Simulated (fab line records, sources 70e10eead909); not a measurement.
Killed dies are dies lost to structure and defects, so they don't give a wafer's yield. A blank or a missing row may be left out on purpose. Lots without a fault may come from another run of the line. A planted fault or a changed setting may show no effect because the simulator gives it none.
One fault seen from 2 desks | flow nand_harc | each desk has only its own numbers; what lay behind them comes last

THE TOOL OWNER'S DESK: litho_track-02
The tool's own readings at NHARC_P_STI_PEB_07 (peb time 80 s): means of the sampled wafers that have a number, for each lot that ran on this tool. A lot is out of limits, marked OUT, if its mean lies more than 4 standard deviations from the usual mean; the brackets give that distance.
Columns: A = heater_power_total_W at NHARC_P_STI_PEB_07, usual 189.8 W; B = plate_temp_C at NHARC_P_STI_PEB_07, usual 128.02 C; C = resist_line_temp_C at NHARC_P_STI_PEB_07, usual 23.00 C
lot  | first seen here | A                | B                | C
L346 | day 2 13:41     | 190.1            | 128.17           | 22.99
L350 | day 3 20:14     | 189.7            | 127.90           | 22.96
L354 | day 4 17:25     | 184.1 (-7.2) OUT | 125.18 (-24) OUT | 23.00
L355 | day 5 02:11     | 185.3 (-5.6) OUT | 125.43 (-22) OUT | 23.01
This desk's finding: out of limits on L354, L355; first on L354, day 4 17:25 (heater_power_total_W at NHARC_P_STI_PEB_07). In limits: L346, L350.

THE METROLOGY DESK
What the gauges read, lot by lot, whatever tool the lot ran on: means of the sampled wafers that have a number. A lot is out of limits, marked OUT, if its mean lies more than 4 standard deviations from the usual mean; the brackets give that distance.
Columns: A = cd_nm at NHARC_P_ZERO_WELL_CD_MEAS_11, usual 500.3 nm; B = cd_nm at NHARC_P_STI_CD_MEAS_09, usual 199.6 nm; C = cd_nm at NHARC_P_STI_CD_MEAS_16, usual 198.9 nm; D = trench_depth_nm at NHARC_P_STI_OCD_MEAS_17, usual 300 nm; E = trench_foot_cd_nm at NHARC_P_STI_OCD_MEAS_17, usual 157.7 nm
lot  | first seen here | A     | B               | C               | D   | E
L345 | day 1 13:19     | 500.0 | 200.5           | 199.3           | 300 | 158.6
L346 | day 1 19:07     | 499.2 | 200.6           | 200.3           | 299 | 158.7
L348 | day 2 07:14     | 501.0 | 199.3           | 199.0           | 300 | 157.1
L349 | day 2 13:14     | 499.5 | 200.9           | 199.5           | 294 | 159.7
L350 | day 2 19:14     | 499.2 | 201.0           | 200.3           | 304 | 158.6
L351 | day 3 01:14     | 501.0 | 199.4           | 198.4           | 299 | 157.3
L354 | day 3 19:16     | 501.2 | 173.4 (-15) OUT | 172.5 (-15) OUT | 298 | 131.8 (-14) OUT
L355 | day 4 01:14     | 500.0 | 177.1 (-13) OUT | 176.4 (-12) OUT | 293 | 136.2 (-12) OUT
L360 | day 5 07:15     | 499.6 | 198.7           | 198.0           | 298 | 156.8
L361 | day 5 13:16     | 498.7 | 199.7           | 198.6           | 297 | 158.5
L363 | day 6 01:14     | 498.9 | 198.3           | 198.2           | 300 | 156.1
L365 | day 6 13:15     | 499.1 | 198.7           | 197.8           | 300 | 156.7
L366 | day 6 19:14     | 499.3 | 201.5           | 200.4           | 304 | 158.7
L368 | day 7 07:11     | 498.6 | 197.7           | 197.2           | 302 | 155.4
This desk's finding: out of limits on L354, L355; first on L354, day 4 17:31 (cd_nm at NHARC_P_STI_CD_MEAS_09). In limits: L345, L346, L348, L349, L350, L351, L360, L361, L363, L365, L366, L368.

PUT TOGETHER
The tool owner's desk could have raised an alarm at day 4 17:25, on L354, L355.
The metrology desk could have raised an alarm at day 4 17:31, on L354, L355.
Of the lots named, all ran NHARC_P_STI_PEB_07 on litho_track-02.

WHAT THE SIMULATOR HAD PUT IN
Process parameter drift: litho_track-02, from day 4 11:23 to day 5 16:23, at NHARC_P_STI_PEB_07. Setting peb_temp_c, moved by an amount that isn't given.
Lots struck among those shown: L354, L355.
Hours from the fault's start to each desk's first reading out of limits: the tool owner's desk, 6; the metrology desk, 6.
